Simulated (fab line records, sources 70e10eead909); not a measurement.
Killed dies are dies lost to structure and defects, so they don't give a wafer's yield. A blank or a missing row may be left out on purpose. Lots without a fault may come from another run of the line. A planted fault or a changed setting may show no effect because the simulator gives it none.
Which tool did it? | flow nand_harc | 14 lots, 42 wafers sampled, at 4 steps of a route of 1302

WHAT THE GAUGES READ, wafer by wafer
The record holds no reading of a measuring or inspecting step that can be judged against a usual standard deviation.

WHICH TOOL RAN EACH LOT (tool, then ch and the chambers of the sampled wafers, then the start)
lot  | NHARC_A_STAIRCASE_STRIP_295                   | NHARC_A_STAIRCASE_ETCHBACK_416     | NHARC_A_STAIRCASE_STRIP_476        | NHARC_A_STAIRCASE_DEP_417
L964 | rie_diel-11 ch 1,2,3, day 17 13:24 or earlier | rie_diel-13 ch 0,2,3, day 17 13:24 | rie_diel-13 ch 2,3, day 17 13:29   | pecvd-04 ch 0,2, day 17 13:35
L963 | rie_diel-13 ch 0,1,2, day 17 18:29 or earlier | rie_diel-13 ch 1,2,3, day 17 18:29 | rie_diel-13 ch 0,1,2, day 17 18:36 | pecvd-01 ch 0,1, day 17 18:44
L965 | rie_diel-13 ch 1,2,3, day 18 13:57 or earlier | rie_diel-11 ch 0,1,3, day 18 13:57 | rie_diel-11 ch 0,1,2, day 18 14:02 | pecvd-03 ch 0,1,2, day 18 14:10
L967 | rie_diel-11 ch 1,2,3, day 19 01:16 or earlier | rie_diel-11 ch 1,2,3, day 19 01:16 | rie_diel-11 ch 1,2,3, day 19 01:20 | pecvd-01 ch 0,1,2, day 19 01:29
L966 | rie_diel-13 ch 1,2, day 19 09:28 or earlier   | rie_diel-13 ch 0,1, day 19 09:28   | rie_diel-13 ch 0,1,2, day 19 09:38 | pecvd-03 ch 0,1, day 19 09:44
L974 | rie_diel-11 ch 1,2,3, day 21 19:46 or earlier | rie_diel-13 ch 0,1,3, day 21 19:46 | rie_diel-13 ch 1,2,3, day 21 20:35 | pecvd-03 ch 0,2, day 21 20:43
L975 | rie_diel-11 ch 0,1,3, day 23 05:18 or earlier | rie_diel-13 ch 0,1,2, day 23 05:18 | rie_diel-13 ch 0,1,2, day 23 05:23 | pecvd-01 ch 0,1,2, day 23 05:29
L979 | rie_diel-11 ch 0,2,3, day 24 05:44 or earlier | rie_diel-09 ch 0,1,2, day 24 05:44 | rie_diel-09 ch 0,2,3, day 24 05:48 | pecvd-04 ch 1,2, day 24 05:53
L980 | rie_diel-13 ch 1,2, day 24 09:31 or earlier   | rie_diel-09 ch 1,2,3, day 24 09:31 | rie_diel-09 ch 0,1, day 24 09:35   | pecvd-04 ch 1,2, day 24 09:44
L981 | rie_diel-13 ch 2,3, day 25 08:19 or earlier   | rie_diel-11 ch 1,2,3, day 25 08:19 | rie_diel-11 ch 2,3, day 25 08:22   | pecvd-01 ch 1,2, day 25 08:51
L985 | rie_diel-09 ch 1,2,3, day 26 06:11 or earlier | rie_diel-13 ch 1,2, day 26 06:11   | rie_diel-13 ch 0,2, day 26 06:26   | pecvd-01 ch 0,1,2, day 26 06:32
L984 | rie_diel-13 ch 0,2,3, day 26 12:25 or earlier | rie_diel-09 ch 0,1, day 26 12:25   | rie_diel-09 ch 0,1,2, day 26 12:31 | pecvd-04 ch 0,1, day 26 12:38
L983 | rie_diel-13 ch 0,1,3, day 26 12:31 or earlier | rie_diel-13 ch 0,2,3, day 26 12:31 | rie_diel-13 ch 1,2,3, day 26 12:36 | pecvd-01 ch 0,2, day 26 12:41
L982 | rie_diel-11 ch 1,2,3, day 26 17:38 or earlier | rie_diel-09 ch 0,1,3, day 26 17:38 | rie_diel-09 ch 0,1,2, day 26 17:43 | pecvd-01 ch 0,1,2, day 26 17:51
- NHARC_A_STAIRCASE_STRIP_295: strips in O2.
- NHARC_A_STAIRCASE_ETCHBACK_416: etches the open film in C4F8/O2/Ar, target depth 36 nm, time 7.2 s.
- NHARC_A_STAIRCASE_STRIP_476: strips in O2, time 20 s.
- NHARC_A_STAIRCASE_DEP_417: deposits Si3N4, target thk 60 nm.

WHAT THE TOOLS THEMSELVES READ (means of the sampled wafers that have a number; where no wafer has one, the mark that the record gives instead)
NHARC_A_STAIRCASE_STRIP_295.
lot  | tool        | drypump_motor_current_A (A) | oes_product_au (a.u.) | rf_vpp_V (V) | showerhead_plenum_p_Torr (Torr) | throttle_valve_pct (%)
L964 | rie_diel-11 | 5.9                         | 1.000                 | 57.3         | 3.42                            | 17.032
L963 | rie_diel-13 | 5.6                         | 0.999                 | 58.1         | 3.56                            | 17.035
L965 | rie_diel-13 | 5.5                         | 1.007                 | 57.8         | 3.60                            | 17.039
L967 | rie_diel-11 | 5.9                         | 0.997                 | 57.6         | 3.42                            | 17.040
L966 | rie_diel-13 | 5.5                         | 0.999                 | 57.5         | 3.57                            | 17.037
L974 | rie_diel-11 | 5.8                         | 0.991                 | 57.5         | 3.41                            | 17.032
L975 | rie_diel-11 | 5.4                         | 0.979                 | 57.2         | 3.39                            | 17.033
L979 | rie_diel-11 | 5.5                         | 0.997                 | 58.1         | 3.42                            | 17.033
L980 | rie_diel-13 | 5.4                         | 0.993                 | 58.4         | 3.55                            | 17.035
L981 | rie_diel-13 | 5.7                         | 1.007                 | 58.8         | 3.60                            | 17.042
L985 | rie_diel-09 | 6.0                         | 1.019                 | 57.9         | 3.49                            | 17.035
L984 | rie_diel-13 | 5.8                         | 0.999                 | 57.8         | 3.55                            | 17.043
L983 | rie_diel-13 | 5.3                         | 1.006                 | 58.5         | 3.54                            | 17.028
L982 | rie_diel-11 | 5.9                         | 1.006                 | 57.0         | 3.39                            | 17.036

NHARC_A_STAIRCASE_ETCHBACK_416.
lot  | tool        | oes_product_au (a.u.) | rf_vpp_V (V)
L964 | rie_diel-13 | 0.926                 | 725
L963 | rie_diel-13 | 0.928                 | 726
L965 | rie_diel-11 | 0.916                 | 720
L967 | rie_diel-11 | 0.928                 | 719
L966 | rie_diel-13 | 0.920                 | 723
L974 | rie_diel-13 | 0.880                 | 724
L975 | rie_diel-13 | 0.876                 | 723
L979 | rie_diel-09 | 0.938                 | 723
L980 | rie_diel-09 | 0.933                 | 722
L981 | rie_diel-11 | 0.932                 | 719
L985 | rie_diel-13 | 0.922                 | 724
L984 | rie_diel-09 | 0.936                 | 726
L983 | rie_diel-13 | 0.933                 | 724
L982 | rie_diel-09 | 0.945                 | 723

NHARC_A_STAIRCASE_STRIP_476.
lot  | tool        | drypump_motor_current_A (A) | oes_product_au (a.u.) | rf_vpp_V (V) | showerhead_plenum_p_Torr (Torr) | throttle_valve_pct (%)
L964 | rie_diel-13 | 6.0                         | 1.000                 | 57.7         | 3.60                            | 17.034
L963 | rie_diel-13 | 5.7                         | 0.995                 | 57.2         | 3.55                            | 17.036
L965 | rie_diel-11 | 6.0                         | 1.002                 | 56.7         | 3.48                            | 17.038
L967 | rie_diel-11 | 5.8                         | 0.996                 | 57.2         | 3.42                            | 17.034
L966 | rie_diel-13 | 5.6                         | 0.993                 | 57.5         | 3.55                            | 17.043
L974 | rie_diel-13 | 5.5                         | 1.002                 | 57.5         | 3.58                            | 17.035
L975 | rie_diel-13 | 5.6                         | 0.997                 | 58.6         | 3.53                            | 17.043
L979 | rie_diel-09 | 5.6                         | 1.016                 | 57.9         | 3.41                            | 17.043
L980 | rie_diel-09 | 5.6                         | 1.017                 | 57.9         | 3.52                            | 17.043
L981 | rie_diel-11 | 5.4                         | 0.994                 | 57.7         | 3.35                            | 17.042
L985 | rie_diel-13 | 6.1                         | 1.005                 | 57.4         | 3.52                            | 17.046
L984 | rie_diel-09 | 6.1                         | 1.011                 | 58.7         | 3.50                            | 17.036
L983 | rie_diel-13 | 5.5                         | 0.992                 | 57.4         | 3.57                            | 17.036
L982 | rie_diel-09 | 6.1                         | 1.009                 | 57.7         | 3.50                            | 17.028

NHARC_A_STAIRCASE_DEP_417.
lot  | tool     | heater_power_w (W)
L964 | pecvd-04 | 747
L963 | pecvd-01 | 736
L965 | pecvd-03 | 633
L967 | pecvd-01 | 776
L966 | pecvd-03 | 622
L974 | pecvd-03 | 613
L975 | pecvd-01 | 769
L979 | pecvd-04 | 753
L980 | pecvd-04 | 750
L981 | pecvd-01 | 755
L985 | pecvd-01 | 782
L984 | pecvd-04 | 760
L983 | pecvd-01 | 773
L982 | pecvd-01 | 715

THE ANSWER, worked out from the rows above alone
Rule: what is usual is taken from the lots themselves. Put in order of their means at a reading, lots are off if they are a third of the lots or fewer, leave a main group of 4 or more, and stand apart from it by a gap of 3 or more times the standard deviation of the main group's means; of several such gaps the widest counts. A main group whose means are all the same, to the digits that the tables above print for the reading, isn't used. A lot without any number at a reading at which 4 lots or more have one is off too. The other lots that the step has rows for count as sound. The gauges are gone through in route order, then the tools' own readings, and for those a lot's mean is taken as printed above. The first step at which some lot is off is used, and at that step the reading that is off furthest; a lot without a number counts as furthest.
Off: L974, L975, at NHARC_A_STAIRCASE_ETCHBACK_416 (oes_product_au). The main group: mean 0.930 a.u., standard deviation 0.0078.
A tool fits if, at that step or a process step before it, it ran every lot that is off, and no sound lot after the first of them. NHARC_A_STAIRCASE_STRIP_295 gives no start for some lots, so the hours and the order of its lots are those of NHARC_A_STAIRCASE_ETCHBACK_416. None of those tried fits.

WHAT THE SIMULATOR HAD PUT IN
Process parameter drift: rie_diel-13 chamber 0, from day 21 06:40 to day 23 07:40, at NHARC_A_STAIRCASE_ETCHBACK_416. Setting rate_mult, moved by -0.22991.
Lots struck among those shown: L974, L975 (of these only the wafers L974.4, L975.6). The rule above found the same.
